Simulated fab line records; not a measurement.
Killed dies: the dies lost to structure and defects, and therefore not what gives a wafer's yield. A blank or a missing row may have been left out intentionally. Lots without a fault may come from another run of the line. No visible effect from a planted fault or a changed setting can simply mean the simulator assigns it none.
Which tool is to blame?    flow nandHarc    72 wafers from 24 lots sampled at 6 of the route's 1302 steps

## WHAT THE GAUGES READ, wafer by wafer
The record lacks any reading of a measuring or inspecting step that a usual standard deviation could be used to judge.

## EACH LOT AND THE TOOL THAT RAN IT (in order: tool; ch and the chambers of the sampled wafers; start)
lot   NHARC_A_STAIRCASE_ETCH_190                    NHARC_A_STAIRCASE_ETCH_192                    NHARC_A_STAIRCASE_TRIM_196         NHARC_A_STAIRCASE_TRIM_226                    NHARC_A_STAIRCASE_ETCH_230                    NHARC_A_STAIRCASE_ETCH_271
L074  rieDiel-07 ch 0,1,2, day 15 20:28 or earlier  rieDiel-07 ch 1,3, day 15 20:28 or earlier    rieDiel-07 ch 0,1,3, day 15 20:28  rieDiel-12 ch 0,2,3, day 16 09:34 or earlier  rieDiel-12 ch 0,2,3, day 16 09:34 or earlier  rieDiel-07 ch 0,3, day 16 09:34
L076  rieDiel-04 ch 1,2,3, day 16 22:23 or earlier  rieDiel-04 ch 0,1,2, day 16 22:23 or earlier  rieDiel-04 ch 0,1,2, day 16 22:23  rieDiel-07 ch 0,1,3, day 17 10:25 or earlier  rieDiel-07 ch 1,2,3, day 17 10:25 or earlier  rieDiel-07 ch 0,1,2, day 17 10:25
L075  rieDiel-07 ch 0,1, day 17 01:58 or earlier    rieDiel-07 ch 1,2,3, day 17 01:58 or earlier  rieDiel-04 ch 2,3, day 17 01:58    rieDiel-07 ch 2,3, day 17 12:24 or earlier    rieDiel-04 ch 0,3, day 17 12:24 or earlier    rieDiel-12 ch 1,2, day 17 12:24
L077  rieDiel-04 ch 0,3, day 17 12:18 or earlier    rieDiel-04 ch 0,2, day 17 12:18 or earlier    rieDiel-04 ch 0,1,3, day 17 12:18  rieDiel-04 ch 2,3, day 17 22:56 or earlier    rieDiel-04 ch 0,1,3, day 17 22:56 or earlier  rieDiel-12 ch 1,3, day 17 22:56
L078  rieDiel-12 ch 2,3, day 17 18:22 or earlier    rieDiel-12 ch 1,2, day 17 18:22 or earlier    rieDiel-12 ch 1,2, day 17 18:22    rieDiel-12 ch 1,2,3, day 18 05:28 or earlier  rieDiel-12 ch 2,3, day 18 05:28 or earlier    rieDiel-04 ch 1,2, day 18 05:28
L079  rieDiel-07 ch 0,1,3, day 18 09:32 or earlier  rieDiel-07 ch 1,2, day 18 09:32 or earlier    rieDiel-12 ch 0,1,2, day 18 09:32  rieDiel-07 ch 1,2, day 18 19:29 or earlier    rieDiel-07 ch 0,3, day 18 19:29 or earlier    rieDiel-07 ch 0,1,2, day 18 19:29
L080  rieDiel-04 ch 0,2,3, day 18 16:29 or earlier  rieDiel-04 ch 0,2,3, day 18 16:29 or earlier  rieDiel-04 ch 0,2,3, day 18 16:29  rieDiel-12 ch 0,2, day 19 05:51 or earlier    rieDiel-07 ch 1,3, day 19 05:51 or earlier    rieDiel-07 ch 0,1,2, day 19 05:51
L081  rieDiel-12 ch 1,2, day 18 17:14 or earlier    rieDiel-12 ch 1,2,3, day 18 17:14 or earlier  rieDiel-12 ch 0,1,3, day 18 17:14  rieDiel-04 ch 1,2,3, day 19 10:17 or earlier  rieDiel-12 ch 0,1,2, day 19 10:17 or earlier  rieDiel-12 ch 1,3, day 19 10:17
L082  rieDiel-04 ch 0,1, day 19 06:39 or earlier    rieDiel-04 ch 0,2,3, day 19 06:39 or earlier  rieDiel-12 ch 1,3, day 19 06:39    rieDiel-07 ch 2,3, day 19 20:38 or earlier    rieDiel-07 ch 0,1, day 19 20:38 or earlier    rieDiel-04 ch 0,1,2, day 19 20:38
L085  rieDiel-04 ch 0,1, day 20 03:32 or earlier    rieDiel-04 ch 1,2, day 20 03:32 or earlier    rieDiel-07 ch 1,3, day 20 03:32    rieDiel-04 ch 1,3, day 20 16:17 or earlier    rieDiel-04 ch 1, day 20 16:17 or earlier      rieDiel-04 ch 1,3, day 20 16:17
L083  rieDiel-07 ch 0,2,3, day 20 04:01 or earlier  rieDiel-07 ch 0,2,3, day 20 04:01 or earlier  rieDiel-07 ch 1,3, day 20 04:01    rieDiel-12 ch 1,2,3, day 20 17:38 or earlier  rieDiel-12 ch 1,2, day 20 17:38 or earlier    rieDiel-12 ch 0,1,3, day 20 17:38
L084  rieDiel-07 ch 0,1, day 20 06:57 or earlier    rieDiel-07 ch 0,1,2, day 20 06:57 or earlier  rieDiel-07 ch 0,2,3, day 20 06:57  rieDiel-04 ch 1,3, day 20 11:21 or earlier    rieDiel-04 ch 1,3, day 20 11:21               rieDiel-04 ch 0,3, day 20 18:49
L086  rieDiel-04 ch 1,3, day 21 00:29 or earlier    rieDiel-04 ch 0,3, day 21 00:29 or earlier    rieDiel-07 ch 0,2,3, day 21 00:29  rieDiel-07 ch 1,2,3, day 21 16:19 or earlier  rieDiel-12 ch 1,2,3, day 21 16:19 or earlier  rieDiel-07 ch 1,2,3, day 21 16:19
L087  rieDiel-07 ch 0,2,3, day 21 12:17 or earlier  rieDiel-07 ch 0,1,2, day 21 12:17 or earlier  rieDiel-04 ch 0,1, day 21 12:17    rieDiel-12 ch 0,2,3, day 22 01:40 or earlier  rieDiel-04 ch 1,2,3, day 22 01:40 or earlier  rieDiel-12 ch 0,1,2, day 22 01:40
L088  rieDiel-07 ch 0,1,2, day 22 06:19 or earlier  rieDiel-07 ch 0,1, day 22 06:19 or earlier    rieDiel-07 ch 1,3, day 22 06:19    rieDiel-12 ch 1,2,3, day 22 19:42 or earlier  rieDiel-07 ch 0,1, day 22 19:42 or earlier    rieDiel-04 ch 0,1,2, day 22 19:42
L089  rieDiel-12 ch 1,2, day 22 07:25 or earlier    rieDiel-12 ch 0,3, day 22 07:25 or earlier    rieDiel-12 ch 2,3, day 22 07:25    rieDiel-04 ch 0,2,3, day 22 21:41 or earlier  rieDiel-04 ch 2,3, day 22 21:41 or earlier    rieDiel-07 ch 0,1,3, day 22 21:41
L091  rieDiel-07 ch 0,1, day 22 20:33 or earlier    rieDiel-07 ch 1,3, day 22 20:33 or earlier    rieDiel-07 ch 0,1,3, day 22 20:33  rieDiel-07 ch 0,3, day 23 07:52 or earlier    rieDiel-07 ch 1,2,3, day 23 07:52 or earlier  rieDiel-12 ch 0,3, day 23 07:52
L090  rieDiel-12 ch 1,3, day 22 21:01 or earlier    rieDiel-12 ch 1,3, day 22 21:01 or earlier    rieDiel-12 ch 0,1,2, day 22 21:01  rieDiel-12 ch 1,3, day 23 10:35 or earlier    rieDiel-12 ch 1,3, day 23 10:35 or earlier    rieDiel-12 ch 0,1, day 23 10:35
L092  rieDiel-12 ch 0,2,3, day 23 14:17 or earlier  rieDiel-12 ch 0,1, day 23 14:17 or earlier    rieDiel-12 ch 1,3, day 23 14:17    rieDiel-12 ch 0,1,3, day 24 02:19 or earlier  rieDiel-07 ch 0,1,2, day 24 02:19 or earlier  rieDiel-04 ch 1,3, day 24 02:19
L093  rieDiel-12 ch 0,1,2, day 23 18:07 or earlier  rieDiel-12 ch 0,2,3, day 23 18:07 or earlier  rieDiel-04 ch 1,2,3, day 23 18:07  rieDiel-12 ch 0,1,3, day 24 04:08 or earlier  rieDiel-12 ch 0,1,3, day 24 04:08 or earlier  rieDiel-12 ch 0,2,3, day 24 04:08
L094  rieDiel-04 ch 0,3, day 24 21:19 or earlier    rieDiel-04 ch 0,2,3, day 24 21:19 or earlier  rieDiel-04 ch 0,2,3, day 24 21:19  rieDiel-12 ch 0,2,3, day 25 07:56 or earlier  rieDiel-07 ch 0,1,3, day 25 07:56 or earlier  rieDiel-07 ch 2,3, day 25 07:56
L095  rieDiel-12 ch 1,2,3, day 24 21:28 or earlier  rieDiel-12 ch 0,2,3, day 24 21:28 or earlier  rieDiel-12 ch 0,2,3, day 24 21:28  rieDiel-04 ch 0,2,3, day 25 09:50 or earlier  rieDiel-12 ch 2,3, day 25 09:50 or earlier    rieDiel-04 ch 0,1, day 25 09:50
L097  rieDiel-07 ch 0,3, day 25 12:16 or earlier    rieDiel-07 ch 2,3, day 25 12:16 or earlier    rieDiel-12 ch 0,3, day 25 12:16    rieDiel-12 ch 2,3, day 26 03:24 or earlier    rieDiel-07 ch 1,2,3, day 26 03:24 or earlier  rieDiel-07 ch 0,1, day 26 03:24
L096  rieDiel-07 ch 1,2, day 25 12:35 or earlier    rieDiel-07 ch 1,3, day 25 12:35 or earlier    rieDiel-07 ch 0,1,2, day 25 12:35  rieDiel-12 ch 1,3, day 26 03:32 or earlier    rieDiel-04 ch 2,3, day 26 03:32 or earlier    rieDiel-04 ch 1,2, day 26 03:32
- NHARC_A_STAIRCASE_ETCH_190: etches the open film in C4F8/O2, target depth 100 nm, time 40.5 s.
- NHARC_A_STAIRCASE_ETCH_192: etches the open film in C4F8/O2, target depth 100 nm, time 40.5 s.
- NHARC_A_STAIRCASE_TRIM_196: chemistry O2, time 211.2 s.
- NHARC_A_STAIRCASE_TRIM_226: chemistry O2, time 211.2 s.
- NHARC_A_STAIRCASE_ETCH_230: etches the open film in C4F8/O2, target depth 100 nm, time 40.5 s.
- NHARC_A_STAIRCASE_ETCH_271: etches the open film in CF4/CHF3.

## AS READ BY THE TOOLS THEMSELVES (means over the sampled wafers that have a number; for cases with no such wafer, the mark the record gives instead)
NHARC_A_STAIRCASE_ETCH_190. Usual: oesProductAu 0.942 a.u., standard deviation 0.0091; rfVppV 893 V, standard deviation 5.4.
lot   tool        oesProductAu (a.u.)  rfVppV (V)  flag
L074  rieDiel-07  0.941                890         
L076  rieDiel-04  0.934                898         
L075  rieDiel-07  0.940                891         
L077  rieDiel-04  0.935                892         
L078  rieDiel-12  0.932                891         
L079  rieDiel-07  0.950                891         
L080  rieDiel-04  0.943                891         
L081  rieDiel-12  0.943                890         
L082  rieDiel-04  0.930                894         
L085  rieDiel-04  0.945                899         
L083  rieDiel-07  0.943                891         
L084  rieDiel-07  0.950                888         
L086  rieDiel-04  0.934                901         
L087  rieDiel-07  0.951                896         
L088  rieDiel-07  0.933                896         
L089  rieDiel-12  0.943                890         
L091  rieDiel-07  0.940                896         
L090  rieDiel-12  0.947                892         
L092  rieDiel-12  0.944                890         
L093  rieDiel-12  0.943                890         
L094  rieDiel-04  0.951                898         
L095  rieDiel-12  0.951                890         
L097  rieDiel-07  0.950                898         
L096  rieDiel-07  0.936                892         

NHARC_A_STAIRCASE_ETCH_192. Usual: oesProductAu 0.943 a.u., standard deviation 0.0091; rfVppV 893 V, standard deviation 5.3.
lot   tool        oesProductAu (a.u.)  rfVppV (V)  flag
L074  rieDiel-07  0.941                893         
L076  rieDiel-04  0.942                896         
L075  rieDiel-07  0.939                893         
L077  rieDiel-04  0.936                890         
L078  rieDiel-12  0.948                892         
L079  rieDiel-07  0.946                891         
L080  rieDiel-04  0.951                892         
L081  rieDiel-12  0.940                890         
L082  rieDiel-04  0.940                892         
L085  rieDiel-04  0.945                899         
L083  rieDiel-07  0.950                891         
L084  rieDiel-07  0.951                889         
L086  rieDiel-04  0.939                888         
L087  rieDiel-07  0.940                896         
L088  rieDiel-07  0.938                901         
L089  rieDiel-12  0.934                890         
L091  rieDiel-07  0.943                894         
L090  rieDiel-12  0.938                892         
L092  rieDiel-12  0.934                891         
L093  rieDiel-12  0.946                890         
L094  rieDiel-04  0.944                898         
L095  rieDiel-12  0.950                890         
L097  rieDiel-07  0.943                892         
L096  rieDiel-07  0.932                893         

NHARC_A_STAIRCASE_TRIM_196. Usual: drypumpMotorCurrentA 5.8 A, standard deviation 0.39; oesProductAu 1.000 a.u., standard deviation 0.0067; rfVppV 57.7 V, standard deviation 0.93; showerheadPlenumPTorr 3.46 Torr, standard deviation 0.15; throttleValvePct 17.036 %, standard deviation 0.0093.
lot   tool        drypumpMotorCurrentA (A)  oesProductAu (a.u.)  rfVppV (V)  showerheadPlenumPTorr (Torr)  throttleValvePct (%)  flag
L074  rieDiel-07  5.5                       1.003                57.5        3.42                          17.031                
L076  rieDiel-04  5.7                       1.006                57.6        3.54                          17.045                
L075  rieDiel-04  5.9                       0.997                57.5        3.53                          17.028                
L077  rieDiel-04  5.9                       1.003                58.3        3.53                          17.033                
L078  rieDiel-12  5.8                       0.998                57.0        3.39                          17.036                
L079  rieDiel-12  6.0                       0.993                57.3        3.39                          17.037                
L080  rieDiel-04  5.9                       1.000                57.0        3.43                          17.043                
L081  rieDiel-12  5.9                       0.999                57.0        3.41                          17.041                
L082  rieDiel-12  5.4                       0.991                57.0        3.44                          17.040                
L085  rieDiel-07  5.6                       1.001                57.4        3.45                          17.032                
L083  rieDiel-07  5.6                       0.995                58.0        3.45                          17.034                
L084  rieDiel-07  5.4                       1.006                56.9        3.38                          17.036                
L086  rieDiel-07  5.4                       0.996                57.6        3.56                          17.021                
L087  rieDiel-04  5.6                       1.001                58.4        3.44                          17.038                
L088  rieDiel-07  5.6                       1.004                58.0        3.47                          17.044                
L089  rieDiel-12  5.8                       1.005                57.4        3.37                          17.036                
L091  rieDiel-07  5.6                       0.995                58.0        3.57                          17.037                
L090  rieDiel-12  5.9                       1.007                58.1        3.37                          17.041                
L092  rieDiel-12  5.3                       0.997                57.7        3.42                          17.041                
L093  rieDiel-04  5.9                       1.001                58.7        3.58                          17.032                
L094  rieDiel-04  5.9                       0.994                57.9        3.59                          17.036                
L095  rieDiel-12  6.2                       1.003                57.9        3.35                          17.044                
L097  rieDiel-12  6.3                       1.001                57.2        3.35                          17.037                
L096  rieDiel-07  5.5                       0.996                57.8        3.51                          17.038                

NHARC_A_STAIRCASE_TRIM_226. Usual: drypumpMotorCurrentA 5.8 A, standard deviation 0.41; oesProductAu 0.999 a.u., standard deviation 0.0078; rfVppV 57.6 V, standard deviation 0.9; showerheadPlenumPTorr 3.44 Torr, standard deviation 0.14; throttleValvePct 17.036 %, standard deviation 0.0082.
lot   tool        drypumpMotorCurrentA (A)  oesProductAu (a.u.)  rfVppV (V)  showerheadPlenumPTorr (Torr)  throttleValvePct (%)  flag
L074  rieDiel-12  6.1                       0.991                56.7        3.39                          17.034                
L076  rieDiel-07  5.6                       0.995                57.8        3.41                          17.035                
L075  rieDiel-07  5.4                       0.997                58.0        3.42                          17.039                
L077  rieDiel-04  5.9                       0.987                58.8        3.52                          17.039                
L078  rieDiel-12  5.7                       0.994                57.1        3.41                          17.047                
L079  rieDiel-07  5.6                       0.997                56.7        3.41                          17.038                
L080  rieDiel-12  6.3                       0.993                58.0        3.36                          17.033                
L081  rieDiel-04  5.9                       0.996                58.2        3.60                          17.036                
L082  rieDiel-07  5.5                       0.997                57.5        3.46                          17.024                
L085  rieDiel-04  5.9                       0.997                58.5        3.69                          17.038                
L083  rieDiel-12  5.6                       1.001                57.9        3.40                          17.034                
L084  rieDiel-04  6.2                       1.005                58.6        3.58                          17.035                
L086  rieDiel-07  5.5                       0.994                57.7        3.43                          17.036                
L087  rieDiel-12  6.1                       1.006                57.2        3.37                          17.035                
L088  rieDiel-12  5.6                       1.003                57.2        3.39                          17.039                
L089  rieDiel-04  5.9                       0.999                57.4        3.42                          17.032                
L091  rieDiel-07  5.5                       0.994                57.7        3.70                          17.040                
L090  rieDiel-12  5.5                       1.001                57.3        3.41                          17.036                
L092  rieDiel-12  5.8                       1.002                57.3        3.38                          17.032                
L093  rieDiel-12  5.8                       1.005                57.0        3.38                          17.038                
L094  rieDiel-12  6.2                       1.007                57.5        3.35                          17.025                
L095  rieDiel-04  5.9                       0.994                58.9        3.59                          17.026                
L097  rieDiel-12  6.0                       1.001                57.8        3.35                          17.044                
L096  rieDiel-12  5.6                       0.998                57.2        3.39                          17.026                

NHARC_A_STAIRCASE_ETCH_230. Usual: oesProductAu 0.946 a.u., standard deviation 0.018; rfVppV 893 V, standard deviation 5.5.
lot   tool        oesProductAu (a.u.)  rfVppV (V)  flag
L074  rieDiel-12  0.938                890         
L076  rieDiel-07  0.951                893         
L075  rieDiel-04  0.925                892         
L077  rieDiel-04  0.947                896         
L078  rieDiel-12  0.948                891         
L079  rieDiel-07  0.936                892         
L080  rieDiel-07  0.916                894         
L081  rieDiel-12  0.957                891         
L082  rieDiel-07  0.940                888         
L085  rieDiel-04  0.942                905         
L083  rieDiel-12  0.937                892         
L084  rieDiel-04  0.937                898         
L086  rieDiel-12  0.965                892         
L087  rieDiel-04  0.957                899         
L088  rieDiel-07  0.960                902         
L089  rieDiel-04  0.938                895         
L091  rieDiel-07  0.919                892         
L090  rieDiel-12  0.943                891         
L092  rieDiel-07  0.967                895         
L093  rieDiel-12  0.949                891         
L094  rieDiel-07  0.963                897         
L095  rieDiel-12  0.922                889         
L097  rieDiel-07  0.969                892         
L096  rieDiel-04  0.958                895         

NHARC_A_STAIRCASE_ETCH_271. Usual: drypumpMotorCurrentA 5.7 A, standard deviation 0.38; oesProductAu 0.949 a.u., standard deviation 0.021; rfVppV 369.8 V, standard deviation 2.6; showerheadPlenumPTorr 1.55 Torr, standard deviation 0.074; throttleValvePct 16.804 %, standard deviation 0.009.
lot   tool        drypumpMotorCurrentA (A)  oesProductAu (a.u.)  rfVppV (V)  showerheadPlenumPTorr (Torr)  throttleValvePct (%)  flag
L074  rieDiel-07  5.5                       0.982                369.0       1.53                          16.803                
L076  rieDiel-07  5.5                       0.973                368.0       1.50                          16.799                
L075  rieDiel-12  5.7                       0.940                367.9       1.51                          16.805                
L077  rieDiel-12  5.6                       0.948                368.8       1.53                          16.807                
L078  rieDiel-04  5.7                       0.920                372.6       1.61                          16.803                
L079  rieDiel-07  5.5                       0.922                367.7       1.50                          16.809                
L080  rieDiel-07  5.5                       0.969                368.4       1.50                          16.799                
L081  rieDiel-12  5.4                       0.973                369.6       1.53                          16.809                
L082  rieDiel-04  5.7                       0.937                370.1       1.57                          16.801                
L085  rieDiel-04  6.1                       0.939                371.4       1.60                          16.812                
L083  rieDiel-12  5.8                       0.971                369.2       1.51                          16.805                
L084  rieDiel-04  6.1                       0.941                368.2       1.52                          16.807                
L086  rieDiel-07  5.5                       0.964                369.7       1.52                          16.806                
L087  rieDiel-12  5.9                       0.930                369.1       1.50                          16.799                
L088  rieDiel-04  5.7                       0.965                371.2       1.57                          16.803                
L089  rieDiel-07  5.5                       0.949                371.1       1.59                          16.799                
L091  rieDiel-12  6.0                       0.921                368.1       1.50                          16.809                
L090  rieDiel-12  6.1                       0.982                368.0       1.50                          16.798                
L092  rieDiel-04  6.1                       0.968                370.9       1.59                          16.802                
L093  rieDiel-12  6.1                       0.928                367.7       1.49                          16.797                
L094  rieDiel-07  5.4                       0.923                368.4       1.51                          16.809                
L095  rieDiel-04  5.6                       0.963                374.4       1.69                          16.797                
L097  rieDiel-07  5.5                       0.929                371.7       1.63                          16.797                
L096  rieDiel-04  5.7                       0.960                372.6       1.64                          16.797                

## THE ANSWER, worked out from the rows above alone
Rule: lot off if the mean of its wafers having a number is beyond 3 standard deviations from the usual mean. Also off: a lot with no number at a reading for which 4 or more lots have one. Any other lot the step has rows for is counted as sound. Order of review: gauges by route order, followed by the tools' own readings, for which a lot's mean as printed above is used. At the first step where some lot is off, the reading lying furthest off is the one used; lots without a number count as furthest.
No lot is off on any of the readings shown, so nothing can be concluded from this.

## WHAT WAS PUT IN BY THE SIMULATOR
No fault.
